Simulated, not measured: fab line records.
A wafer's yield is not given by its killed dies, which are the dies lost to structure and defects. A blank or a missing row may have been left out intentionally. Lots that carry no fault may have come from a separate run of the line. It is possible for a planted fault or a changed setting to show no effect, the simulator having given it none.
Which tool did it? + flow nand-harc + 12 lots, 36 wafers sampled, at 1 step of a route of 1302

== WHAT EACH GAUGE READ, for each wafer ==
NHARC_P_BONDPAD_CD_MEAS_09 targets a cd of 500 nm.
| lot  | measured     | on        | cd-nm (nm)        |
|------|--------------|-----------|-------------------|
| L075 | day 7 00:44  | cd-sem-03 | 501.3 502.2 503.4 |
| L077 | day 8 00:43  | cd-sem-03 | 500.0 500.1 502.3 |
| L078 | day 8 12:55  | cd-sem-01 | 499.5 501.1 497.5 |
| L081 | day 9 17:52  | cd-sem-02 | 503.8 504.5 497.5 |
| L083 | day 10 07:25 | cd-sem-03 | 501.9 503.4 501.2 |
| L085 | day 11 08:29 | cd-sem-02 | 499.5 499.6 500.3 |
| L087 | day 12 02:14 | cd-sem-03 | 501.2 503.2 503.1 |
| L089 | day 12 15:00 | cd-sem-02 | 499.6 500.3 496.1 |
| L091 | day 13 17:25 | cd-sem-02 | 502.7 502.2 503.0 |
| L093 | day 14 09:56 | cd-sem-01 | 499.2 502.4 503.1 |
| L096 | day 15 11:47 | cd-sem-03 | 502.0 501.3 501.7 |
| L097 | day 16 00:44 | cd-sem-01 | 501.8 500.2 502.9 |

== EACH LOT AND THE TOOL THAT RAN IT (in order: tool; ch and the chambers of the sampled wafers; start) ==
Record: no process step prior to these readings.

== THE ANSWER, worked out from the rows above alone ==
Rule: usual is defined by the lots themselves. Put in order of their means at a reading, lots are off if they are a third of the lots or fewer, leave a main group of 4 or more, and stand apart from it by a gap of 3 or more times the standard deviation of the main group's means; of several such gaps the widest counts. Not used: any main group whose means are identical at the precision the tables above print for the reading. Also off: a lot with no number at a reading for which 4 or more lots have one. Any other lot the step has rows for is counted as sound.
Across all readings shown, no lot is off: no conclusion can be drawn from this.

== WHAT THE SIMULATOR HAD PUT IN ==
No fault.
